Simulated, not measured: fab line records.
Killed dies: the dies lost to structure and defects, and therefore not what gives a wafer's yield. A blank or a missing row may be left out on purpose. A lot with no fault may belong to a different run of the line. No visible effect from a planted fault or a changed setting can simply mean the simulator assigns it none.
Lot-split experiment + flow n5-finfet + route with 1938 steps; 7 lots, 21 wafers read

## ABOUT THE SPLIT
At N5_BEOL_M7_COAT_05 (resist thk 90 nm), the setting spin-rpm was moved away from the recipe's 1500 rpm on 4 of the 21 wafers read, by -8.5% to -6.3%. All remaining wafers had this setting at the recipe value.

## FROM THE SPLIT TO THE READING: what the file shows between them, 3 steps
- N5_BEOL_M7_EBR_07
- N5_BEOL_M7_SOFTBAKE_06: time 60 s
- N5_BEOL_M7_DESCUM_16: chemistry O2, time 7.9 s

## THE READING
CAR-ArF_of_BEOL_M7_COAT_05.thk-nm (the simulator's own value, which no gauge read), in nm, at N5_BEOL_M7_ETCH_61 (etches SiARC in CF4, target depth 45.5 nm, time 75.8 s). The file does not state a usual value for it. The 17 wafers here that ran the recipe average 50.8 nm, standard deviation 0.85 nm.

| wafer  | tool, chamber at the split | spin-rpm as run, rpm | against the recipe | CAR-ArF_of_BEOL_M7_COAT_05.thk-nm, nm | against lot-mates on the recipe |
|--------|----------------------------|----------------------|--------------------|---------------------------------------|---------------------------------|
| L078.1 | litho-track-04, 0          | 1500                 | recipe             | 52                                    | -                               |
| L078.4 | litho-track-04, 0          | 1500                 | recipe             | 52.2                                  | -                               |
| L078.5 | litho-track-04, 0          | 1500                 | recipe             | 51.8                                  | -                               |
| L081.4 | litho-track-04, 0          | 1500                 | recipe             | 48.8                                  | -                               |
| L081.5 | litho-track-04, 0          | 1500                 | recipe             | 50.8                                  | -                               |
| L081.6 | litho-track-04, 0          | 1500                 | recipe             | 50.6                                  | -                               |
| L082.1 | litho-track-04, 0          | 1500                 | recipe             | 50.8                                  | -                               |
| L082.2 | litho-track-04, 0          | 1500                 | recipe             | 50.4                                  | -                               |
| L082.6 | litho-track-04, 0          | 1500                 | recipe             | 50.6                                  | -                               |
| L085.2 | litho-track-01, 0          | 1405                 | -6.3%              | 53.8                                  | +2.8                            |
| L085.5 | litho-track-01, 0          | 1500                 | recipe             | 51                                    | -                               |
| L085.6 | litho-track-01, 0          | 1405                 | -6.3%              | 53.6                                  | +2.6                            |
| L090.1 | litho-track-02, 0          | 1500                 | recipe             | 51                                    | -                               |
| L090.3 | litho-track-02, 0          | 1500                 | recipe             | 51                                    | -                               |
| L090.5 | litho-track-02, 0          | 1500                 | recipe             | 49                                    | -                               |
| L091.3 | litho-track-04, 0          | 1500                 | recipe             | 51                                    | -                               |
| L091.4 | litho-track-04, 0          | 1500                 | recipe             | 51                                    | -                               |
| L091.6 | litho-track-04, 0          | 1500                 | recipe             | 51                                    | -                               |
| L094.1 | litho-track-04, 0          | 1500                 | recipe             | 50.4                                  | -                               |
| L094.2 | litho-track-04, 0          | 1372                 | -8.5%              | 55.6                                  | +5.2                            |
| L094.4 | litho-track-04, 0          | 1372                 | -8.5%              | 54.6                                  | +4.2                            |

THE FIT
A straight line over all 21 wafers: CAR-ArF_of_BEOL_M7_COAT_05.thk-nm changes by -0.49 nm for each +1% of spin-rpm; r = -0.88; the points scatter about the line by 0.82 nm.
The same after taking each lot's own level away (the mean of its wafers on the recipe; 21 wafers): -0.509 nm for each +1%; r = -0.94; scatter 0.59 nm.
That fit puts the effect of the largest move of spin-rpm on the reading at 4.3 nm.
Measured against the standard deviation above, the lots' own levels, which go from 50.07 to 52.00 nm, span 2.3 times it.
So the lot-to-lot level changes the slope little: the two slopes agree.
Check: for one of the wafers moved furthest among these (-8.5%), held out of the fit, the line's prediction against its lot-mates is +3.91 nm. It came out at +5.2 nm against them.

## OTHER SPLITS ON THESE WAFERS
Other splits were also applied to these wafers ahead of the reading. Each is held against what the fit with the lots' levels taken away leaves over:
| other split on the same wafers    | wafers away from the commonest value | r with CAR-ArF_of_BEOL_M7_COAT_05.thk-nm (lot level and that fit taken away) |
|-----------------------------------|--------------------------------------|------------------------------------------------------------------------------|
| N5_BEOL_M4_COAT_67 spin-rpm       | 6                                    | -0.34                                                                        |
| N5_BEOL_M5_ILD_DEP_00 temp-c      | 8                                    | +0.24                                                                        |
| N5_BEOL_M5_COAT_05 spin-rpm       | 10                                   | +0.28                                                                        |
| N5_BEOL_M6_HM_DEP_02 target-thk-a | 7                                    | -0.03                                                                        |
| N5_BEOL_M7_COAT_60 spin-rpm       | 6                                    | +0.55                                                                        |

## THE WHOLE CHAIN: every reading that the file lists as answering this split, in the file's order
| step               | what it does                                           | reading                                                                            | change (the file's fit)               | r (the file's) |
|--------------------|--------------------------------------------------------|------------------------------------------------------------------------------------|---------------------------------------|----------------|
| N5_BEOL_M7_COAT_05 | resist thk 90 nm                                       | CAR-ArF_of_BEOL_M7_COAT_05.thk-nm (the simulator's own value, which no gauge read) | -0.497 nm for each +1% of the setting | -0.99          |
| N5_BEOL_M7_ETCH_61 | etches SiARC in CF4, target depth 45.5 nm, time 75.8 s | CAR-ArF_of_BEOL_M7_COAT_05.thk-nm (the simulator's own value, which no gauge read) | -0.507 nm for each +1% of the setting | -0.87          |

## FILE'S OWN FIT
CAR-ArF_of_BEOL_M7_COAT_05.thk-nm changes by -0.507 nm for each +1% of spin-rpm, r = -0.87.
